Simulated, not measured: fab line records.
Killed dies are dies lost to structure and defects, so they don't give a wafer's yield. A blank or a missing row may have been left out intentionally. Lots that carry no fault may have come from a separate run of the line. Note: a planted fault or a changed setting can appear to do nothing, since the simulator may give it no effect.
Which tool is to blame?	flow n5_finfet	7 lots with 21 wafers sampled at 6 steps, on a route of 1938 steps

== WHAT EACH GAUGE READ, for each wafer ==
N5_BEOL_M4_RC_MEAS_101. Usual: DIBL_N 36.0 mV/V, standard deviation 2; DIBL_P 36.2 mV/V, standard deviation 2.2; IOFF_N 0.16 nA/um, standard deviation 0.034; IOFF_P 0.21 nA/um, standard deviation 0.04; ION_N 675 uA/um, standard deviation 12; ION_P 463 uA/um, standard deviation 7.2; SS_N 71.6 mV/dec, standard deviation 0.6; SS_P 73.3 mV/dec, standard deviation 0.67; VT_N 250 mV, standard deviation 3; VT_P -251 mV, standard deviation 3.4.
lot	measured	on	DIBL_N (mV/V)	DIBL_P (mV/V)	IOFF_N (nA/um)	IOFF_P (nA/um)	ION_N (uA/um)	ION_P (uA/um)	SS_N (mV/dec)	SS_P (mV/dec)	VT_N (mV)	VT_P (mV)	flag
L811	day 9 06:21	prober-02	35.2 36.7 34.6	35.2 36.1 35.2	0.14 0.16 0.13	0.18 0.18 0.17	681 673 665	460 455 461	71.1 71.7 70.6	73.5 72.3 72.1	251 251 250	-251 -254 -252	
L823	day 12 05:36	prober-01	37.9 37.9 36.9	38.1 37.8 36.9	0.19 0.19 0.17	0.26 0.26 0.23	691 697 681	474 472 464	72.3 72.0 71.6	73.6 73.1 73.2	248 245 248	-245 -245 -249	
L827	day 13 21:14	prober-02	38.0 38.9 38.2	38.2 39.1 38.4	0.18 0.20 0.18	0.23 0.27 0.23	675 683 682	462 470 469	71.4 72.0 72.5	74.1 74.2 74.7	250 248 248	-248 -247 -247	
L829	day 13 23:46	prober-01	39.8 35.9 35.3	39.3 36.6 35.1	0.24 0.17 0.15	0.29 0.23 0.21	696 690 669	470 464 467	72.4 71.0 71.4	74.2 72.5 72.7	243 247 251	-246 -247 -252	
L830	day 14 05:08	prober-01	34.0 35.2 35.9	33.6 34.5 34.8	0.12 0.14 0.15	0.18 0.19 0.19	669 666 673	459 456 456	71.1 71.7 71.7	73.0 73.5 72.7	253 252 250	-252 -254 -253	

== WHAT TOOL EACH LOT RAN ON (gives the tool, then ch and the chambers of the sampled wafers, and finally the start) ==
lot	N5_FIN_SAQP_ETCH_52	N5_FIN_SAQP_SPACER1_ETCHBACK_25	N5_FIN_SAQP_ETCH_67	N5_FIN_SAQP_HM_OPEN_33	N5_FIN_SAQP_STRIP_77
L811	rie_diel-04 ch 1,3, day 2 23:19	rie_diel-01 ch 2,3, day 3 01:01	rie_diel-02 ch 0,1,3, day 3 02:03	rie_diel-04 ch 1,2, day 3 02:53	rie_diel-04 ch 1,2, day 3 02:59
L821	rie_diel-01 ch 0,2,3, day 5 11:37	rie_diel-01 ch 0,2,3, day 5 13:51	rie_diel-02 ch 0,2,3, day 5 14:55	rie_diel-02 ch 0,2, day 5 16:26	rie_diel-02 ch 0,2, day 5 16:32
L822	rie_diel-01 ch 0,3, day 5 18:03	rie_diel-02 ch 0,1,3, day 5 20:19	rie_diel-02 ch 2,3, day 5 21:39	rie_diel-01 ch 2,3, day 5 22:58	rie_diel-01 ch 2,3, day 5 23:04
L823	rie_diel-01 ch 2,3, day 5 22:48	rie_diel-01 ch 0,3, day 6 01:22	rie_diel-01 ch 0,2,3, day 6 02:57	rie_diel-04 ch 1,2, day 6 04:16	rie_diel-04 ch 1,2, day 6 04:21
L827	rie_diel-01 ch 1,2,3, day 6 21:44	rie_diel-02 ch 0,1,2, day 6 23:33	rie_diel-04 ch 1,2,3, day 7 00:40	rie_diel-01 ch 1,3, day 7 01:45	rie_diel-01 ch 1,3, day 7 01:50
L829	rie_diel-04 ch 0,1,2, day 7 11:14	rie_diel-02 ch 0,2,3, day 7 13:11	rie_diel-02 ch 0,2,3, day 7 14:31	rie_diel-02 ch 1,2,3, day 7 15:20	rie_diel-02 ch 1,2,3, day 7 15:26
L830	rie_diel-01 ch 1,2,3, day 7 16:21	rie_diel-01 ch 0,2, day 7 18:29	rie_diel-02 ch 0,1,3, day 7 19:35	rie_diel-01 ch 0,3, day 7 20:24	rie_diel-01 ch 0,3, day 7 20:29
- N5_FIN_SAQP_ETCH_52: etches SOC in N2/H2, target depth 100 nm, overetch 20 nm, time 150 s.
- N5_FIN_SAQP_SPACER1_ETCHBACK_25: etches SiO2 in CHF3/O2, target depth 24.4 nm, time 12.2 s.
- N5_FIN_SAQP_ETCH_67: etches SiNx in CH3F/O2, target depth 30 nm.
- N5_FIN_SAQP_HM_OPEN_33: chemistry CH3F/O2, target SiNx, target depth 49.4 nm, time 70.6 s.
- N5_FIN_SAQP_STRIP_77: strips in N2/H2, time 90 s.

== WHAT THE TOOLS THEMSELVES READ (means of the sampled wafers that have a number; where no wafer has one, the mark that the record gives instead) ==
N5_FIN_SAQP_ETCH_52. Usual: bias_w 150.0 W, standard deviation 0.44; chamber_pressure_mTorr 30.002 mTorr, standard deviation 0.026; drypump_motor_current_A 5.7 A, standard deviation 0.46; h2_flow_sccm 200.0 sccm, standard deviation 0.61; oes_product_au 0.75 a.u., standard deviation 0.067; rf_vpp_V 523.3 V, standard deviation 2.2; showerhead_plenum_p_Torr 2.52 Torr, standard deviation 0.072; throttle_valve_pct 17.75 %, standard deviation 0.24.
lot	tool	bias_w (W)	chamber_pressure_mTorr (mTorr)	drypump_motor_current_A (A)	h2_flow_sccm (sccm)	oes_product_au (a.u.)	rf_vpp_V (V)	showerhead_plenum_p_Torr (Torr)	throttle_valve_pct (%)	flag
L811	rie_diel-04	150.4	30.004	5.5	199.3	0.78	524.2	2.55	17.69	
L821	rie_diel-01	149.9	30.010	6.0	199.1	0.74	523.1	2.51	17.72	
L822	rie_diel-01	149.9	29.997	6.2	200.6	0.76	522.1	2.47	17.64	
L823	rie_diel-01	150.0	29.986	5.8	200.0	0.71	524.2	2.54	17.83	
L827	rie_diel-01	150.2	29.980	5.6	199.5	0.67	520.9	2.47	17.89	
L829	rie_diel-04	149.8	30.039	5.4	199.9	0.76	522.6	2.51	17.73	
L830	rie_diel-01	149.9	30.022	5.6	200.5	0.67	521.9	2.47	17.88	

N5_FIN_SAQP_SPACER1_ETCHBACK_25. Usual: drypump_motor_current_A 5.7 A, standard deviation 0.42; oes_product_au 0.81 a.u., standard deviation 0.076; rf_vpp_V 524 V, standard deviation 12; showerhead_plenum_p_Torr 2.40 Torr, standard deviation 0.071; throttle_valve_pct 18.87 %, standard deviation 0.16.
lot	tool	drypump_motor_current_A (A)	oes_product_au (a.u.)	rf_vpp_V (V)	showerhead_plenum_p_Torr (Torr)	throttle_valve_pct (%)	flag
L811	rie_diel-01	5.8	0.83	536	2.42	18.78	
L821	rie_diel-01	6.0	0.83	525	2.38	18.84	
L822	rie_diel-02	5.8	0.75	526	2.42	18.85	
L823	rie_diel-01	6.2	0.82	528	2.35	18.84	
L827	rie_diel-02	5.7	0.79	515	2.37	19.01	
L829	rie_diel-02	5.6	0.79	521	2.44	18.91	
L830	rie_diel-01	6.0	0.82	516	2.37	18.89	

N5_FIN_SAQP_ETCH_67. Usual: CH3F_flow_sccm 30.00 sccm, standard deviation 0.089; O2_flow_sccm 19.99 sccm, standard deviation 0.065; drypump_motor_current_A 5.7 A, standard deviation 0.46; oes_product_au 0.81 a.u., standard deviation 0.075; rf_vpp_V 298 V, standard deviation 6.3; showerhead_plenum_p_Torr 1.98 Torr, standard deviation 0.059; throttle_valve_pct 16.31 %, standard deviation 0.16.
lot	tool	CH3F_flow_sccm (sccm)	O2_flow_sccm (sccm)	drypump_motor_current_A (A)	oes_product_au (a.u.)	rf_vpp_V (V)	showerhead_plenum_p_Torr (Torr)	throttle_valve_pct (%)	flag
L811	rie_diel-02	30.04	19.98	5.7	0.78	299	2.02	16.27	
L821	rie_diel-02	-	-	-	-	-	-	-	OFF
L822	rie_diel-02	-	-	-	-	-	-	-	OFF
L823	rie_diel-01	29.97	19.89	6.0	0.82	298	1.97	16.30	
L827	rie_diel-04	30.01	20.04	5.2	0.84	298	2.00	16.24	
L829	rie_diel-02	30.05	19.97	5.6	0.79	295	2.02	16.33	
L830	rie_diel-02	30.08	19.97	5.7	0.74	298	2.00	16.34	

N5_FIN_SAQP_HM_OPEN_33. Usual: drypump_motor_current_A 5.7 A, standard deviation 0.46; etch_rf_on_time_s 69.1 s, standard deviation 1.3; oes_product_au 0.70 a.u., standard deviation 0.066; rf_vpp_V 298 V, standard deviation 5.9; showerhead_plenum_p_Torr 1.98 Torr, standard deviation 0.058; throttle_valve_pct 16.27 %, standard deviation 0.15.
lot	tool	drypump_motor_current_A (A)	etch_rf_on_time_s (s)	oes_product_au (a.u.)	rf_vpp_V (V)	showerhead_plenum_p_Torr (Torr)	throttle_valve_pct (%)	flag
L811	rie_diel-04	5.0	70.7	0.77	299	2.00	16.07	
L821	rie_diel-02	5.5	83.9	0.73	289	1.97	16.40	OFF
L822	rie_diel-01	5.8	84.2	0.68	303	1.99	16.27	OFF
L823	rie_diel-04	5.1	68.6	0.71	296	1.96	16.18	
L827	rie_diel-01	5.8	68.0	0.65	301	1.92	16.39	
L829	rie_diel-02	5.9	68.0	0.69	294	2.00	16.30	
L830	rie_diel-01	6.2	68.6	0.69	299	1.94	16.30	

N5_FIN_SAQP_STRIP_77. Usual: drypump_motor_current_A 5.7 A, standard deviation 0.46; h2_flow_sccm 300.0 sccm, standard deviation 0.85; oes_product_au 0.83 a.u., standard deviation 0.077; rf_vpp_V 45.3 V, standard deviation 0.79; showerhead_plenum_p_Torr 3.34 Torr, standard deviation 0.093; throttle_valve_pct 12.11 %, standard deviation 0.21.
lot	tool	drypump_motor_current_A (A)	h2_flow_sccm (sccm)	oes_product_au (a.u.)	rf_vpp_V (V)	showerhead_plenum_p_Torr (Torr)	throttle_valve_pct (%)	flag
L811	rie_diel-04	4.9	299.9	0.90	46.4	3.40	11.94	
L821	rie_diel-02	5.5	299.5	0.86	44.9	3.34	12.36	
L822	rie_diel-01	5.8	299.9	0.81	45.8	3.37	12.19	
L823	rie_diel-04	5.2	300.1	0.82	45.3	3.33	12.16	
L827	rie_diel-01	5.8	298.9	0.76	44.4	3.24	12.21	
L829	rie_diel-02	5.9	300.2	0.81	45.6	3.36	12.17	
L830	rie_diel-01	6.2	299.9	0.81	45.4	3.27	12.07	

== THE ANSWER, worked out from the rows above alone ==
Rule: a lot is off if the mean of its wafers that have a number lies more than 3 standard deviations from the usual mean. Also off: a lot with no number at a reading for which 4 or more lots have one. Any other lot the step has rows for is counted as sound. Order of review: gauges by route order, followed by the tools' own readings, for which a lot's mean as printed above is used. The first step at which some lot is off is used, and at that step the reading that is off furthest; a lot without a number counts as furthest.
Off: L821, L822, at N5_FIN_SAQP_ETCH_67 (CH3F_flow_sccm). Without a number there: L821, L822.
If a tool, at that step or one of the process steps before it, ran each lot that is off and ran no sound lot following the first of them, it fits. Of those tried, none fits.

== WHAT THE SIMULATOR HAD PUT IN ==
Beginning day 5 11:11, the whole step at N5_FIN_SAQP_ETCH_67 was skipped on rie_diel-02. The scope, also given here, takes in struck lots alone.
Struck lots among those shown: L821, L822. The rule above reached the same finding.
